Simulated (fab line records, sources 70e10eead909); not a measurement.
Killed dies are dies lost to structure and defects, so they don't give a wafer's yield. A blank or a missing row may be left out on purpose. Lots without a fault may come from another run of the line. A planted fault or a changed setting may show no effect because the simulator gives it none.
fab line records | flow nand_harc
record lots=7 wafers=21 last_day=33
route steps=1302 shown A_CHANNEL_FILL_D2@625 END@1302
lots that met no fault: from a run of the same line without faults
start_h: hours from the record's first day to the start of the lot's first wafer shown | wait_h: hours since the lot's step before | " the same as in the row above | L1.1+2: a row that stands for several wafers | - no value, or no start given | * or withheld: withheld | < > ~ a bound
route shown NAME@n: a module of which the file shows steps, and the number in the route of the first | usual: mean/standard deviation of fault-free wafers | same: alike in all rows | chamber/n: place in a boat | sites: the reading at each site | _std_site: their standard deviation | _edge_site: outer sites' mean less inner sites' | radius_mm: how far each site lies from the wafer's centre | mask NAME#n: copy n | behind: the tool/chamber that last shaped the wafer | hold: why the lot was held/for how many hours/how that ended | device: the transistor (n, p or np) that didn't switch | end of line: the same wafers' tests at the end of the route | a step without rows: its recipe alone | killed: dies lost to structure and defects at the first sort, not the wafer's yield | map: a wafer's dies, x killed, . not, _ none there
set.NAME: the setting as run; set.NAME@STEP: as run at that earlier step | model.NAME: the simulator's own value behind a step, which no gauge read
lots at some steps of the route; a table a step, a row a wafer
services: from which hour (start_h, from the record's first day; less than 0 if before it) a tool's chamber was out of use, for how many hours, and why
## steps
# step NHARC_A_CHANNEL_FILL_D2_ANNEAL_22
# recipe temp_c=620 time_s=7200
# step NHARC_A_CHANNEL_FILL_D2_ALD_25
# recipe target_thk_a=600 pulse_time_s=10 ald_cycles=600 temp_c=300 material=SiOx
# usual heater_power_w=462/36 precursor_pulse_height_rel=1.001/0.019
# same pulse_time_s=10
# columns lot.wafer tool chamber start_h wait_h heater_power_w precursor_pulse_height_rel
L651.2 ald_hk-03 0 331.83 0.1 542 1.028
L651.1 " 2 333.06 1.3 482 1.007
L651.6 " 0 334.30 2.5 560 1.005
L650.1 ald_hk-03 3 355.36 0.1 428 1.010
L650.2 " 1 356.58 1.3 426 1.002
L650.5 " 3 357.81 2.5 432 0.997
L658.3 ald_hk-03 3 419.18 1.3 435 1.003
L658.6 " 1 420.42 2.5 432 1.013
L658.5 " 2 " " 462 1.015
L660.1 ald_hk-03 1 446.23 0.1 439 0.956
L660.2 " 2 " " 485 0.986
L660.3 " 3 " " 432 1.010
L661.4 ald_hk-02 1 455.45 1.3 490 1.016
L661.2 " 2 " " 449 0.967
L661.6 " 0 457.30 3.1 469 1.024
L668.4 ald_hk-03 1 518.47 0.7 433 0.991
L668.2 " 2 " " 482 1.017
L668.5 " 1 520.89 3.1 433 1.026
L672.4 ald_hk-03 0 557.95 1.9 561 0.998
L672.6 " 1 " " 436 1.010
L672.5 " 2 " " 484 1.016
# step NHARC_A_CHANNEL_FILL_D2_ETCHBACK_08
# recipe target_depth_a=2200 time_s=110 c4f8_flow_sccm=20 ar_flow_sccm=withheld rf_w=600 bias_w=300 chemistry=C4F8
# usual oes_product_au=0.97/0.034 rf_vpp_V=442/3.1
# columns lot.wafer tool chamber start_h wait_h oes_product_au rf_hours_counter_h rf_vpp_V
L651.2 rie_diel-01 3 - - 0.93 2 442
L651.1 " 2 " " 0.93 3 446
L651.6 " 2 " " 0.93 - 446
L650.2 rie_diel-01 2 - - 0.93 3 444
L650.1 " 3 " " 0.93 3 443
L650.5 " 1 " " 0.93 - 444
L658.3 rie_diel-11 2 - - 1.00 7 437
L658.5 " 1 " " 0.99 - 444
L658.6 " 2 " " 1.00 - 438
L660.1 rie_diel-01 2 - - 0.99 2 446
L660.2 " 3 " " 1.00 2 443
L660.3 " 0 " " 1.00 2 439
L661.4 rie_diel-11 2 - - 1.01 0 438
L661.2 " 1 " " 1.00 0 443
L661.6 " 3 " " 0.98 - 445
L668.4 rie_diel-11 2 - - 0.93 2 438
L668.2 " 3 " " 0.92 2 445
L668.5 " 1 " " 0.92 - 445
L672.4 rie_diel-11 1 - - 1.00 3 444
L672.6 " 0 " " 1.00 - 438
L672.5 " 1 " " 1.00 - 445
# step NHARC_A_CHANNEL_FILL_D2_STRIP_29
# recipe time_s=20 o2_flow_sccm=500 ar_flow_sccm=0 bias_w=0 chemistry=O2
# usual drypump_motor_current_A=5.7/0.53 oes_product_au=1.000/0.0065 rf_vpp_V=57.8/0.88 showerhead_plenum_p_Torr=3.58/0.17 throttle_valve_pct=17.035/0.0094
# columns lot.wafer tool chamber start_h wait_h drypump_motor_current_A oes_product_au rf_hours_counter_h rf_vpp_V showerhead_plenum_p_Torr throttle_valve_pct
L651.2 rie_diel-01 2 337.57 0.2 6.1 0.991 3 57.8 3.79 17.044
L651.1 " 3 " " 4.7 0.991 3 56.4 3.64 17.041
L651.6 " 3 " " 4.7 0.998 - 57.6 3.64 17.043
L650.2 rie_diel-01 1 - - 6.6 1.010 3 59.0 3.66 17.038
L650.1 " 2 " " 6.1 0.999 3 58.1 3.79 17.033
L650.5 " 1 " " 6.6 1.000 - 58.5 3.66 17.044
L658.3 rie_diel-11 1 - - 5.5 0.993 6 57.8 3.73 17.034
L658.5 " 2 " " 5.7 0.996 - 57.1 3.35 17.049
L658.6 " 3 " " 5.2 0.994 - 57.2 3.76 17.021
L660.3 rie_diel-01 0 - - 5.8 1.004 2 57.7 3.47 17.028
L660.2 " 1 " " 6.7 0.995 2 57.9 3.65 17.036
L660.1 " 2 " " 6.1 0.998 2 57.2 3.79 17.027
L661.2 rie_diel-11 1 - - 5.5 1.005 0 57.8 3.73 17.032
L661.4 " 0 " " 5.9 0.997 0 58.1 3.36 17.034
L661.6 " 2 " " 5.7 1.005 - 57.4 3.35 17.047
L668.2 rie_diel-11 3 - - 5.2 0.990 2 58.4 3.76 17.029
L668.4 " 1 " " 5.5 0.995 2 58.2 3.73 17.042
L668.5 " 0 " " 6.0 0.991 - 57.3 3.36 17.036
L672.4 rie_diel-11 2 - - 5.7 1.010 3 56.1 3.35 17.051
L672.5 " 0 " " 5.9 1.000 - 58.6 3.36 17.032
L672.6 " 1 " " 5.4 0.999 - 58.4 3.73 17.030
# step NHARC_A_CHANNEL_FILL_D2_PRECLEAN_30
# recipe time_s=30 chemistry=dHF
# step NHARC_A_CHANNEL_FILL_D2_SRD_31
# step NHARC_A_CHANNEL_FILL_D2_CVD_09
# recipe target_thk_a=1500 temp_c=620 pressure_mtorr=200 time_s=3000 material=poly-Si
# step NHARC_A_CHANNEL_FILL_D2_CMP_10
# recipe target_thk_nm=150
# usual motor_current_A=11.7/1.4 slurry_filter_dp_kPa=13.50/0.14 time_to_endpoint_s=13.9/2.3
# columns lot.wafer tool chamber start_h wait_h motor_current_A slurry_filter_dp_kPa time_to_endpoint_s
L651.2 cmp-03 0 343.17 0.4 11.9 13.51 14.0
L651.1 " 2 " " 11.5 13.61 17.7
L651.6 " 0 " " 11.6 13.54 16.9
L650.1 cmp-03 0 367.91 0.4 12.2 13.44 10.9
L650.2 " 2 " " 12.7 13.34 12.7
L650.5 " 0 " " 11.7 13.35 9.8
L658.3 cmp-03 1 429.18 0.4 10.6 13.46 9.8
L658.5 " 0 " " 11.2 13.76 10.3
L658.6 " 1 " " 10.5 13.43 11.8
L660.1 cmp-01 3 457.53 0.4 13.5 13.58 15.6
L660.3 " 0 " " 10.4 13.45 12.0
L660.2 " 2 " " 13.7 13.65 12.5
L661.4 cmp-04 2 465.52 0.4 10.8 13.53 14.8
L661.2 " 0 " " 14.1 13.43 12.2
L661.6 " 2 " " 10.5 13.57 17.1
L668.4 cmp-04 0 529.22 0.4 13.7 13.36 14.1
L668.2 " 2 " " 10.4 13.54 11.8
L668.5 " 0 " " 14.0 13.47 11.8
L672.4 cmp-03 1 567.50 0.4 10.8 13.65 15.6
L672.6 " 0 " " 11.5 13.32 16.0
L672.5 " 1 " " 10.2 13.47 16.6
# step NHARC_A_CHANNEL_FILL_D2_SRD_12
# step NHARC_A_CHANNEL_FILL_D2_RTA_24
# recipe temp_c=1000 time_s=5
# usual lamp_power_pct=28.2/1.1 wafer_temp_C_max=1003.4/0.75
# columns lot.wafer tool chamber start_h wait_h lamp_power_pct wafer_temp_C_max
L651.1 rtp_anneal-02 0 343.56 0.0 27.1 1003.9
L651.2 " 0 " " 27.1 1003.4
L651.6 " 0 " " 27.2 1002.9
L650.1 rtp_anneal-02 0 368.33 0.0 27.1 1002.7
L650.2 " 0 " " 27.2 1004.2
L650.5 " 0 " " 27.2 1003.7
L658.3 rtp_anneal-02 0 429.63 0.1 27.1 1003.3
L658.5 " 0 " " 27.1 1003.5
L658.6 " 0 " " 27.1 1002.9
L660.1 rtp_anneal-01 0 457.95 0.0 29.3 1002.7
L660.2 " 0 " " 29.3 1003.4
L660.3 " 0 " " 29.3 1004.5
L660.1 rtp_anneal-01 0 458.68 0.7 29.3 1002.9
L660.2 " 0 " " 29.3 1004.3
L660.3 " 0 " " 29.3 1002.6
L661.2 rtp_anneal-01 0 465.97 0.1 29.3 1004.6
L661.4 " 0 " " 29.3 1004.6
L661.6 " 0 " " 29.3 1003.9
L661.2 rtp_anneal-01 0 466.47 0.5 29.3 1003.2
L661.4 " 0 " " 29.4 1003.2
L661.6 " 0 " " 29.3 1002.5
L668.2 rtp_anneal-01 0 529.67 0.1 29.3 1004.2
L668.4 " 0 " " 29.3 1003.3
L668.5 " 0 " " 29.3 1003.1
L668.2 rtp_anneal-01 0 530.30 0.6 29.3 1004.1
L668.4 " 0 " " 29.3 1003.5
L668.5 " 0 " " 29.3 1003.0
L672.4 rtp_anneal-01 0 568.01 0.1 29.3 1003.4
L672.5 " 0 " " 29.3 1004.3
L672.6 " 0 " " 29.3 1003.1
# step NHARC_A_CHANNEL_FILL_D2_INSPECT_13
# usual raw_defect_count=421/160
# columns lot.wafer tool chamber start_h wait_h raw_defect_count
L651.1 defect_inspect-01 - 343.76 0.2 335
L651.2 " - " " 377
L651.6 " - " " 347
L650.1 defect_inspect-02 - 368.53 0.2 451
L650.2 " - " " 537
L650.5 " - " " 568
L658.3 defect_inspect-02 - 429.77 0.1 464
L658.5 " - " " 642
L658.6 " - " " 770
L660.1 defect_inspect-02 - 458.90 0.2 185
L660.2 " - " " 345
L660.3 " - " " 233
L661.2 defect_inspect-02 - 466.64 0.1 569
L661.4 " - " " 869
L661.6 " - " " 418
L668.2 defect_inspect-02 - 530.47 0.1 459
L668.4 " - " " 384
L668.5 " - " " 561
L672.4 defect_inspect-01 - 568.13 0.1 456
L672.5 " - " " 366
L672.6 " - " " 287
# step NHARC_END_SORT_01
# recipe temp_c=25
# usual killed_at_array=53/18 killed_at_other=0.9/1.3 killed_at_periphery=4/3.1 killed_dies=58/18 killed_open=3.4/2 killed_short=2.5/1.8
# same gross_dies=677
# columns lot.wafer tool chamber start_h wait_h killed_at_array killed_at_other killed_at_periphery killed_dies killed_open killed_short
L651.1 prober-01 0 556.33 2.5 25 1 6 32 0 0
L651.2 prober-01 0 557.14 2.8 53 2 11 66 2 1
L651.6 prober-01 0 560.35 4.0 28 0 3 31 3 1
L650.1 prober-02 0 574.67 2.5 46 0 3 49 0 2
L650.2 prober-02 0 575.48 2.8 59 0 2 61 5 2
L650.5 prober-02 0 577.90 3.7 57 1 2 60 5 5
L660.1 prober-01 0 681.51 2.5 47 1 3 51 2 2
L660.2 prober-01 0 682.31 2.8 41 0 3 44 2 0
L660.3 prober-01 0 683.11 3.1 54 0 3 57 1 3
L668.2 prober-01 0 746.03 2.8 32 1 6 39 2 1
L668.4 prober-01 0 747.62 3.4 33 1 8 42 4 2
L668.5 prober-01 0 748.42 3.7 25 1 11 37 7 0
L672.4 prober-02 0 781.59 3.4 58 0 5 63 6 1
L672.5 prober-02 0 782.39 3.7 59 0 2 61 1 5
L672.6 prober-02 0 783.19 4.0 64 0 2 66 2 2
# killed by level:class
L651.1 A_CHANNEL_HOLE_D2:chamber_film_flake=20 P_GATE:chamber_film_flake=4 P_STI:chamber_film_flake=2 A_CONTACT:chamber_film_flake=2 A_ZERO_WELL:chamber_film_flake=1 A_STAIRCASE:chamber_film_flake=1 A_WL_FILL:chamber_film_flake=1 THIN_TSV:chamber_film_flake=1
L651.2 A_CHANNEL_HOLE_D2:chamber_film_flake=40 P_STI:chamber_film_flake=5 P_GATE:chamber_film_flake=5 A_CONTACT:chamber_film_flake=4 A_ZERO_WELL:chamber_film_flake=3 A_STAIRCASE:chamber_film_flake=3 THIN_TSV:chamber_film_flake=2 P_CONTACT:geometric_particle:open=1
L651.6 A_CHANNEL_HOLE_D2:chamber_film_flake=16 P_ZERO_WELL:chamber_film_flake=2 A_ZERO_WELL:chamber_film_flake=2 A_CHANNEL_HOLE_D1:chamber_film_flake=2 A_CONTACT:chamber_film_flake=2 A_ONON_D1:geometric_particle:open=1 A_CHANNEL_FILL_D2:geometric_particle:short=1 A_WL_FILL:geometric_particle:open=1
L650.1 A_SLIT:chamber_film_flake=18 A_CHANNEL_HOLE_D1:chamber_film_flake=14 A_CHANNEL_HOLE_D2:chamber_film_flake=6 A_BLC:chamber_film_flake=3 P_M2:chamber_film_flake=2 A_STAIRCASE:chamber_film_flake=2 A_CHANNEL_FILL_D1:geometric_particle:short=1 A_CHANNEL_HOLE_D2:geometric_particle:short=1
L650.2 A_SLIT:chamber_film_flake=23 A_CHANNEL_HOLE_D1:chamber_film_flake=21 A_STAIRCASE:chamber_film_flake=5 A_CHANNEL_FILL_D1:geometric_particle:open=3 A_CHANNEL_HOLE_D2:chamber_film_flake=3 P_CONTACT:geometric_particle:short=1 A_ONON_D1:geometric_particle:open=1 A_CHANNEL_FILL_D1:geometric_particle:short=1
L650.5 A_SLIT:chamber_film_flake=19 A_CHANNEL_HOLE_D1:chamber_film_flake=15 A_CHANNEL_HOLE_D2:chamber_film_flake=6 A_STAIRCASE:chamber_film_flake=4 A_BLC:chamber_film_flake=3 A_SOURCE_PLATE:geometric_particle:open=2 A_CHANNEL_FILL_D2:geometric_particle:short=2 P_CONTACT:geometric_particle:open=1
L660.1 A_SLIT:chamber_film_flake=26 A_CHANNEL_HOLE_D2:chamber_film_flake=11 A_CONTACT:chamber_film_flake=4 A_CHANNEL_HOLE_D1:chamber_film_flake=3 A_DECK1_JOINT:geometric_particle:open=1 A_CHANNEL_FILL_D2:geometric_particle:short=1 A_M0:geometric_particle:open=1 STARTING-WAFER:geometric_particle:short=1
L660.2 A_SLIT:chamber_film_flake=18 A_CHANNEL_HOLE_D2:chamber_film_flake=12 A_CHANNEL_HOLE_D1:chamber_film_flake=5 A_CONTACT:chamber_film_flake=5 P_M0:geometric_particle:open=1 A_ONON_D2:geometric_particle:open=1 P_STI:chamber_film_flake=1 P_M1:chamber_film_flake=1
L660.3 A_SLIT:chamber_film_flake=23 A_CHANNEL_HOLE_D2:chamber_film_flake=9 A_CONTACT:chamber_film_flake=9 A_CHANNEL_FILL_D2:chamber_film_flake=5 A_STAIRCASE:chamber_film_flake=2 A_ONON_D1:geometric_particle:short=1 A_CHANNEL_FILL_D1:geometric_particle:short=1 A_DECK1_JOINT:geometric_particle:short=1
L668.2 A_CHANNEL_HOLE_D1:chamber_film_flake=11 A_CONTACT:chamber_film_flake=8 A_SLIT:chamber_film_flake=6 P_GATE:chamber_film_flake=4 A_CHANNEL_HOLE_D2:chamber_film_flake=4 P_CONTACT:geometric_particle:open=1 A_SGD_CUT:geometric_particle:open=1 A_SGD_CUT:geometric_particle:short=1
L668.4 A_CHANNEL_HOLE_D1:chamber_film_flake=10 A_CONTACT:chamber_film_flake=7 A_SLIT:chamber_film_flake=4 P_GATE:chamber_film_flake=3 P_M2:chamber_film_flake=3 A_CHANNEL_HOLE_D2:chamber_film_flake=3 A_STAIRCASE:chamber_film_flake=3 P_M1:geometric_particle:open=1
L668.5 A_CHANNEL_HOLE_D1:chamber_film_flake=8 P_GATE:chamber_film_flake=6 A_CONTACT:chamber_film_flake=6 A_SLIT:chamber_film_flake=4 A_STAIRCASE:chamber_film_flake=3 P_GATE:geometric_particle:open=2 P_M0:geometric_particle:open=2 P_CONTACT:geometric_particle:open=1
L672.4 A_CHANNEL_HOLE_D2:chamber_film_flake=29 A_SLIT:chamber_film_flake=18 P_STI:chamber_film_flake=2 A_CHANNEL_HOLE_D1:unspecified=2 A_CONTACT:chamber_film_flake=2 P_GATE:geometric_particle:open=1 P_CONTACT:geometric_particle:open=1 P_M0:geometric_particle:open=1
L672.5 A_CHANNEL_HOLE_D2:chamber_film_flake=31 A_SLIT:chamber_film_flake=20 A_WL_FILL:geometric_particle:short=2 A_ZERO_WELL:chamber_film_flake=2 A_CONTACT:chamber_film_flake=2 P_GATE:geometric_particle:open=1 P_M2:geometric_particle:short=1 A_ONON_D1:geometric_particle:short=1
L672.6 A_SLIT:chamber_film_flake=31 A_CHANNEL_HOLE_D2:chamber_film_flake=22 A_STAIRCASE:chamber_film_flake=2 A_SOURCE_PLATE:geometric_particle:open=1 A_ONON_D1:geometric_particle:open=1 A_SGD_CUT:geometric_particle:short=1 A_WL_FILL:geometric_particle:short=1 P_STI:chamber_film_flake=1
## services
# columns tool chamber start_h hours kind
rie_diel-11 0 321.25 2.1 repair
rie_diel-11 1 328.37 3.0 repair
rie_diel-01 0 336.82 9.0 repair
rie_diel-11 1 345.06 5.2 repair
cmp-03 - 355.13 1.5 repair
cmp-03 - 359.02 4.0 pm
cmp-04 - 364.73 0.3 repair
rtp_anneal-01 - 372.00 12.0 pm
rie_diel-01 3 377.88 2.0 repair
rie_diel-01 - 380.87 9.0 pm
rie_diel-11 1 388.81 2.1 repair
ald_hk-03 - 390.00 10.0 pm
rie_diel-11 1 430.58 3.1 repair
rie_diel-11 - 431.28 10.7 repair
cmp-03 - 457.02 4.0 pm
rie_diel-01 3 474.94 6.9 repair
rie_diel-01 1 502.91 4.8 repair
rie_diel-01 1 516.74 14.3 repair
rie_diel-01 2 526.54 5.2 repair
cmp-03 - 537.10 3.3 repair
ald_hk-03 - 550.03 3.1 repair
cmp-03 - 555.02 4.0 pm
rie_diel-01 - 557.87 9.0 pm
ald_hk-03 - 568.00 10.0 pm
## key
first_sign step=NHARC_A_CHANNEL_FILL_D2_RTA_24 reading=visit direction=added
effect none on later readings
met_at NHARC_A_CHANNEL_FILL_D2_RTA_24
struck_wafers L660.1,L660.2,L660.3,L661.2,L661.4,L661.6,L668.2,L668.4,L668.5
tester_left_out L660,L661,L668
fault kind=repeated_step_whole tool=rtp_anneal-01,rtp_anneal-02 chamber=- onset_h=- steps=NHARC_A_CHANNEL_FILL_D2_RTA_24 times=1 scope=struck_lots_only
# tester_left_out: of these lots the tester's yield and bins aren't shown, on N5 and GAA mostly nor the transistor test; their killed dies are dies lost to structure and defects alone, not to doping, threshold or leakage, so they don't give the yield
